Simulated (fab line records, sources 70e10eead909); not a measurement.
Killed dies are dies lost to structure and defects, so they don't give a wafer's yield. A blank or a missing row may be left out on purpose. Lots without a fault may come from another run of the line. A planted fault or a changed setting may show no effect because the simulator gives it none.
Which tool did it? | flow nand_harc | 24 lots, 72 wafers sampled, at 3 steps of a route of 1302

WHAT THE GAUGES READ, wafer by wafer
NHARC_A_ONON_D2_THK_MEAS_21: measures by ellipsometry. Usual: thk_nm 1000 nm, standard deviation 9.5.
lot  | measured     | on            | thk_nm (nm)    | flag
L075 | day 13 04:44 | film_metro-02 | 1006 1006 1006 |
L074 | day 13 04:44 | film_metro-01 | 1000 999 999   |
L076 | day 14 06:23 | film_metro-02 | 1014 1015 1015 |
L078 | day 14 10:59 | film_metro-01 | 1009 1008 1006 |
L077 | day 14 10:59 | film_metro-02 | 1001 1000 999  |
L080 | day 15 10:03 | film_metro-01 | 1006 1005 1007 |
L081 | day 15 10:03 | film_metro-02 | 995 995 995    |
L079 | day 15 10:04 | film_metro-01 | 1017 1016 1016 |
L082 | day 16 03:13 | film_metro-01 | 1008 1009 1007 |
L083 | day 16 16:25 | film_metro-01 | 1015 1016 1017 |
L084 | day 17 10:11 | film_metro-01 | 992 991 990    |
L085 | day 17 10:11 | film_metro-01 | 1005 1004 1004 |
L086 | day 17 18:35 | film_metro-02 | 985 983 984    |
L088 | day 18 21:14 | film_metro-02 | 1004 1004 1004 |
L087 | day 18 21:14 | film_metro-01 | 999 1002 1001  |
L089 | day 18 21:14 | film_metro-02 | 991 990 990    |
L090 | day 19 14:14 | film_metro-01 | 990 990 991    |
L091 | day 19 20:23 | film_metro-01 | 1000 1000 1002 |
L093 | day 20 17:51 | film_metro-01 | 992 993 993    |
L092 | day 20 23:30 | film_metro-02 | 987 986 986    |
L094 | day 21 08:04 | film_metro-02 | 1004 1005 1006 |
L096 | day 21 18:01 | film_metro-02 | 982 982 981    |
L097 | day 22 04:34 | film_metro-01 | 993 993 994    |
L095 | day 22 04:34 | film_metro-02 | 1001 999 1002  |

NHARC_A_CHANNEL_HOLE_D2_CD_MEAS_18. Usual: cd_nm 99.2 nm, standard deviation 2.7.
lot  | measured     | on        | cd_nm (nm)       | flag
L075 | day 13 11:09 | cd_sem-03 | 104.2 96.0 99.5  |
L074 | day 13 10:59 | cd_sem-01 | 101.1 92.5 100.9 |
L076 | day 14 16:47 | cd_sem-03 | 93.6 97.3 96.7   |
L078 | day 15 01:58 | cd_sem-01 | 97.7 97.6 98.5   |
L077 | day 15 02:08 | cd_sem-03 | 97.7 100.9 101.7 |
L080 | day 15 18:21 | cd_sem-02 | 96.8 101.1 98.1  |
L081 | day 15 17:10 | cd_sem-02 | 102.0 98.2 95.9  |
L079 | day 15 17:00 | cd_sem-03 | 100.9 97.1 101.8 |
L082 | day 16 11:20 | cd_sem-02 | 100.1 101.9 99.4 |
L083 | day 17 04:27 | cd_sem-02 | 94.9 99.8 95.5   |
L084 | day 17 16:53 | cd_sem-03 | 96.5 99.9 100.6  |
L085 | day 17 18:48 | cd_sem-03 | 101.6 103.9 98.8 |
L086 | day 18 00:53 | cd_sem-01 | 91.7 97.8 96.1   |
L088 | day 19 03:32 | cd_sem-02 | 99.9 96.3 101.4  |
L087 | day 19 03:40 | cd_sem-03 | 97.8 98.9 103.7  |
L089 | day 19 05:22 | cd_sem-02 | 98.8 100.5 104.0 |
L090 | day 19 20:43 | cd_sem-03 | 100.8 104.1 98.4 |
L091 | day 20 02:31 | cd_sem-03 | 99.0 99.7 95.3   |
L093 | day 21 00:20 | cd_sem-01 | 101.9 97.5 100.1 |
L092 | day 21 06:37 | cd_sem-03 | 97.8 102.3 101.0 |
L094 | day 21 20:46 | cd_sem-03 | 98.6 96.2 100.2  |
L096 | day 22 05:25 | cd_sem-03 | 94.9 99.9 99.0   |
L097 | day 22 11:11 | cd_sem-02 | 96.5 101.0 100.5 |
L095 | day 22 13:03 | cd_sem-03 | 99.1 100.2 102.7 |

WHICH TOOL RAN EACH LOT (tool, then ch and the chambers of the sampled wafers, then the start)
lot  | NHARC_A_CHANNEL_HOLE_D2_ETCH_16
L075 | rie_diel-09 ch 0,1, day 13 11:09 or earlier
L074 | rie_diel-08 ch 0,3, day 13 10:59 or earlier
L076 | rie_diel-08 ch 0,1,3, day 14 16:47 or earlier
L078 | rie_diel-09 ch 0,1,3, day 15 01:58 or earlier
L077 | rie_diel-08 ch 0,1, day 15 02:08 or earlier
L080 | rie_diel-09 ch 0,1, day 15 18:21 or earlier
L081 | rie_diel-09 ch 0,3, day 15 17:10 or earlier
L079 | rie_diel-08 ch 1,2, day 15 17:00 or earlier
L082 | rie_diel-09 ch 2,3, day 16 11:20 or earlier
L083 | rie_diel-05 ch 1,2,3, day 17 04:27 or earlier
L084 | rie_diel-05 ch 0,1,2, day 17 16:53 or earlier
L085 | rie_diel-05 ch 0,1,2, day 17 18:48 or earlier
L086 | rie_diel-09 ch 1,2,3, day 18 00:53 or earlier
L088 | rie_diel-08 ch 1,2,3, day 19 03:32 or earlier
L087 | rie_diel-05 ch 0,1,3, day 19 03:40 or earlier
L089 | rie_diel-08 ch 0,2,3, day 19 05:22 or earlier
L090 | rie_diel-08 ch 0,1,3, day 19 20:43 or earlier
L091 | rie_diel-05 ch 0,3, day 20 02:31 or earlier
L093 | rie_diel-09 ch 0,1,2, day 21 00:20 or earlier
L092 | rie_diel-09 ch 0,1,3, day 21 06:37 or earlier
L094 | rie_diel-05 ch 0,1,3, day 21 20:46 or earlier
L096 | rie_diel-05 ch 0,2,3, day 22 05:25 or earlier
L097 | rie_diel-05 ch 0,1,3, day 22 11:11 or earlier
L095 | rie_diel-09 ch 0,1, day 22 13:03 or earlier
- NHARC_A_CHANNEL_HOLE_D2_ETCH_16: etches the open film in O2/COS, target depth 3100 nm, time 806 s.

WHAT THE TOOLS THEMSELVES READ (means of the sampled wafers that have a number; where no wafer has one, the mark that the record gives instead)
NHARC_A_CHANNEL_HOLE_D2_ETCH_16. Usual: drypump_motor_current_A 5.9 A, standard deviation 0.4; oes_product_au 1.000 a.u., standard deviation 0.015; rf_vpp_V 313.5 V, standard deviation 2; showerhead_plenum_p_Torr 3.08 Torr, standard deviation 0.12; throttle_valve_pct 28.330 %, standard deviation 0.0098.
lot  | tool        | drypump_motor_current_A (A) | oes_product_au (a.u.) | rf_vpp_V (V) | showerhead_plenum_p_Torr (Torr) | throttle_valve_pct (%) | flag
L075 | rie_diel-09 | 6.2                         | 1.004                 | 313.7        | 3.14                            | 28.331                 |
L074 | rie_diel-08 | 5.8                         | 1.016                 | 315.3        | 3.23                            | 28.328                 |
L076 | rie_diel-08 | 5.5                         | 1.014                 | 314.4        | 3.13                            | 28.330                 |
L078 | rie_diel-09 | 6.2                         | 0.995                 | 312.3        | 3.03                            | 28.326                 |
L077 | rie_diel-08 | 5.4                         | 0.999                 | 312.3        | 3.03                            | 28.334                 |
L080 | rie_diel-09 | 6.2                         | 0.985                 | 313.8        | 3.13                            | 28.336                 |
L081 | rie_diel-09 | 6.1                         | 0.995                 | 310.9        | 2.93                            | 28.326                 |
L079 | rie_diel-08 | 5.7                         | 0.985                 | 313.6        | 3.08                            | 28.325                 |
L082 | rie_diel-09 | 6.1                         | 1.001                 | 312.0        | 2.93                            | 28.323                 |
L083 | rie_diel-05 | 5.8                         | 0.996                 | 314.8        | 3.17                            | 28.331                 |
L084 | rie_diel-05 | 5.8                         | 0.993                 | 314.0        | 3.16                            | 28.330                 |
L085 | rie_diel-05 | 5.9                         | 0.985                 | 314.0        | 3.16                            | 28.336                 |
L086 | rie_diel-09 | 6.1                         | 1.005                 | 313.1        | 3.03                            | 28.322                 |
L088 | rie_diel-08 | 5.7                         | 0.987                 | 314.4        | 3.13                            | 28.333                 |
L087 | rie_diel-05 | 6.1                         | 1.010                 | 313.3        | 3.09                            | 28.329                 |
L089 | rie_diel-08 | 5.8                         | 0.999                 | 314.6        | 3.17                            | 28.331                 |
L090 | rie_diel-08 | 5.5                         | 1.000                 | 314.0        | 3.13                            | 28.327                 |
L091 | rie_diel-05 | 6.5                         | 1.003                 | 313.1        | 3.00                            | 28.333                 |
L093 | rie_diel-09 | 6.0                         | 0.997                 | 313.4        | 3.05                            | 28.334                 |
L092 | rie_diel-09 | 6.1                         | 1.002                 | 312.8        | 3.03                            | 28.331                 |
L094 | rie_diel-05 | 6.1                         | 1.004                 | 313.7        | 3.09                            | 28.322                 |
L096 | rie_diel-05 | 6.2                         | 1.006                 | 313.3        | 3.07                            | 28.333                 |
L097 | rie_diel-05 | 6.0                         | 1.012                 | 314.5        | 3.09                            | 28.336                 |
L095 | rie_diel-09 | 6.0                         | 0.989                 | 312.7        | 3.05                            | 28.318                 |

THE ANSWER, worked out from the rows above alone
Rule: a lot is off if the mean of its wafers that have a number lies more than 3 standard deviations from the usual mean. A lot without any number at a reading at which 4 lots or more have one is off too. The other lots that the step has rows for count as sound. The gauges are gone through in route order, then the tools' own readings, and for those a lot's mean is taken as printed above. The first step at which some lot is off is used, and at that step the reading that is off furthest; a lot without a number counts as furthest.
No lot is off at any reading shown: from this, nothing can be told.

WHAT THE SIMULATOR HAD PUT IN
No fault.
